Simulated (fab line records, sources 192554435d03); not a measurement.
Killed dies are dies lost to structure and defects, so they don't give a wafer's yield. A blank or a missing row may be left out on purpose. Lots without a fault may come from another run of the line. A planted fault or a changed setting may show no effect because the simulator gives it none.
Which tool did it? | flow n5_finfet | 11 lots, 33 wafers sampled, at 4 steps of a route of 1938

WHAT THE GAUGES READ, wafer by wafer
N5_PMOS_HMC_CHANNEL_EPI_INSPECT_11: inspects for defects (macro).
lot  | measured    | on                | raw_defect_count
L204 | day 1 17:20 | defect_inspect-01 | 2 2 8
L205 | day 1 23:27 | defect_inspect-01 | 3 1 0
L206 | day 2 05:23 | defect_inspect-01 | 2 5 1
L209 | day 2 23:39 | defect_inspect-02 | 2 2 1
L216 | day 4 16:58 | defect_inspect-02 | 2 0 1
L217 | day 4 23:12 | defect_inspect-02 | 2 1 2
L218 | day 5 05:11 | defect_inspect-02 | 5 1 2
L219 | day 5 11:29 | defect_inspect-02 | 3 1 2
L220 | day 5 17:22 | defect_inspect-01 | 3 1 0
L224 | day 6 16:59 | defect_inspect-01 | 4 2 1
L225 | day 6 23:21 | defect_inspect-01 | 2 1 3

N5_PMOS_HMC_CHANNEL_EPI_THK_MEAS_22.
lot  | measured    | on            | HMC_CMP_THK (nm)
L204 | day 1 20:02 | film_metro-01 | 52.9 53.5 53.4
L205 | day 2 01:46 | film_metro-01 | 54.5 53.0 54.4
L206 | day 2 08:05 | film_metro-01 | 52.6 52.2 52.1
L209 | day 3 02:20 | film_metro-02 | 52.8 53.6 53.0
L216 | day 4 19:20 | film_metro-02 | 52.7 43.7 52.9
L217 | day 5 01:29 | film_metro-02 | 52.6 44.2 52.6
L218 | day 5 07:29 | film_metro-01 | 53.2 44.4 52.5
L219 | day 5 13:46 | film_metro-02 | 53.8 53.8 52.7
L220 | day 5 19:58 | film_metro-02 | 52.6 54.3 53.4
L224 | day 6 19:37 | film_metro-01 | 54.0 53.0 52.9
L225 | day 7 01:38 | film_metro-02 | 54.8 54.2 54.4

WHICH TOOL RAN EACH LOT (tool, then ch and the chambers of the sampled wafers, then the start)
lot  | N5_PMOS_HMC_CHANNEL_EPI_STRIP_33  | N5_PMOS_HMC_CHANNEL_EPI_FIN_RECESS_16
L204 | rie_diel-05 ch 0,1, day 1 17:31   | rie_si-03 ch 0,1, day 1 17:50
L205 | rie_diel-05 ch 0,1,3, day 1 23:37 | rie_si-02 ch 1,2,3, day 1 23:58
L206 | rie_diel-01 ch 0,1,2, day 2 05:33 | rie_si-01 ch 0,1,3, day 2 05:53
L209 | rie_diel-04 ch 0,2,3, day 2 23:49 | rie_si-01 ch 0,1,2, day 3 00:08
L216 | rie_diel-05 ch 0,1,2, day 4 17:12 | rie_si-01 ch 0,1,2, day 4 17:31
L217 | rie_diel-01 ch 0,2, day 4 23:22   | rie_si-01 ch 1,2, day 4 23:41
L218 | rie_diel-05 ch 0,1, day 5 05:22   | rie_si-01 ch 0,1,2, day 5 05:41
L219 | rie_diel-04 ch 0,2, day 5 11:39   | rie_si-02 ch 1,2,3, day 5 11:58
L220 | rie_diel-05 ch 1,2,3, day 5 17:50 | rie_si-02 ch 1,2,3, day 5 18:09
L224 | rie_diel-04 ch 0,3, day 6 17:10   | rie_si-02 ch 0,3, day 6 17:29
L225 | rie_diel-05 ch 1,3, day 6 23:31   | rie_si-03 ch 1,2,3, day 6 23:50
- N5_PMOS_HMC_CHANNEL_EPI_STRIP_33: strips in N2/H2.
- N5_PMOS_HMC_CHANNEL_EPI_FIN_RECESS_16: chemistry HBr/Cl2, target Si, target depth 54 nm, time 18 s.

WHAT THE TOOLS THEMSELVES READ (means of the sampled wafers that have a number; where no wafer has one, the mark that the record gives instead)
N5_PMOS_HMC_CHANNEL_EPI_STRIP_33.
lot  | tool        | drypump_motor_current_A (A) | oes_product_au (a.u.) | rf_vpp_V (V) | showerhead_plenum_p_Torr (Torr) | temp_c (C) | throttle_valve_pct (%)
L204 | rie_diel-05 | 6.0                         | 0.79                  | 53.4         | 3.33                            | 40.08      | 18.96
L205 | rie_diel-05 | 6.1                         | 0.77                  | 55.3         | 3.40                            | 39.97      | 19.07
L206 | rie_diel-01 | 5.9                         | 0.86                  | 54.8         | 3.35                            | 40.05      | 18.88
L209 | rie_diel-04 | 5.5                         | 0.72                  | 55.0         | 3.23                            | 40.02      | 18.59
L216 | rie_diel-05 | 5.8                         | 0.78                  | 54.1         | 3.38                            | 40.03      | 19.06
L217 | rie_diel-01 | 5.5                         | 0.80                  | 54.2         | 3.33                            | 39.91      | 18.95
L218 | rie_diel-05 | 6.0                         | 0.73                  | 53.9         | 3.38                            | 40.01      | 19.21
L219 | rie_diel-04 | 5.4                         | 0.71                  | 55.5         | 3.23                            | 40.08      | 18.56
L220 | rie_diel-05 | 5.9                         | 0.79                  | 53.5         | 3.38                            | 39.94      | 18.98
L224 | rie_diel-04 | 5.5                         | 0.72                  | 54.6         | 3.22                            | 40.03      | 18.72
L225 | rie_diel-05 | 6.2                         | 0.74                  | 54.5         | 3.39                            | 40.02      | 19.03

N5_PMOS_HMC_CHANNEL_EPI_FIN_RECESS_16.
lot  | tool      | drypump_motor_current_A (A) | mfc_cl2_sccm (sccm) | oes_product_au (a.u.) | throttle_valve_pct (%)
L204 | rie_si-03 | 5.6                         | 80.21               | 1.002                 | 35.37
L205 | rie_si-02 | 5.7                         | 79.95               | 0.995                 | 35.32
L206 | rie_si-01 | 6.2                         | 79.99               | 0.995                 | 35.41
L209 | rie_si-01 | 5.9                         | 79.97               | 0.990                 | 35.39
L216 | rie_si-01 | 6.0                         | 80.04               | 0.990                 | 35.40
L217 | rie_si-01 | 6.4                         | 79.90               | 0.996                 | 35.42
L218 | rie_si-01 | 5.9                         | 80.10               | 0.997                 | 35.39
L219 | rie_si-02 | 5.7                         | 80.30               | 0.993                 | 35.34
L220 | rie_si-02 | 5.7                         | 79.92               | 0.993                 | 35.33
L224 | rie_si-02 | 5.6                         | 79.70               | 1.009                 | 34.90
L225 | rie_si-03 | 5.5                         | 80.14               | 1.017                 | 35.16

THE ANSWER, worked out from the rows above alone
Rule: what is usual is taken from the lots themselves. Put in order of their means at a reading, lots are off if they are a third of the lots or fewer, leave a main group of 4 or more, and stand apart from it by a gap of 3 or more times the standard deviation of the main group's means; of several such gaps the widest counts. A main group whose means are all the same, to the digits that the tables above print for the reading, isn't used. A lot without any number at a reading at which 4 lots or more have one is off too. The other lots that the step has rows for count as sound. The gauges are gone through in route order, then the tools' own readings, and for those a lot's mean is taken as printed above. The first step at which some lot is off is used, and at that step the reading that is off furthest; a lot without a number counts as furthest.
Off: L216, L217, L218, at N5_PMOS_HMC_CHANNEL_EPI_THK_MEAS_22 (HMC_CMP_THK). The main group: mean 53.4 nm, standard deviation 0.59.
A tool fits if, at a process step before that reading, it ran every lot that is off, and no sound lot after the first of them. The gauges at N5_PMOS_HMC_CHANNEL_EPI_THK_MEAS_22 are tried like those tools. One fits: rie_si-01 at N5_PMOS_HMC_CHANNEL_EPI_FIN_RECESS_16. Its last sound lot is L209 (day 3 00:08), its first lot that is off L216 (day 4 17:31): a fault that began between those two fits.

WHAT THE SIMULATOR HAD PUT IN
Process parameter drift: rie_si-01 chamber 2, from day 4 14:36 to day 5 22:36, at N5_PMOS_HMC_CHANNEL_EPI_FIN_RECESS_16. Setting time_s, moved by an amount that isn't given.
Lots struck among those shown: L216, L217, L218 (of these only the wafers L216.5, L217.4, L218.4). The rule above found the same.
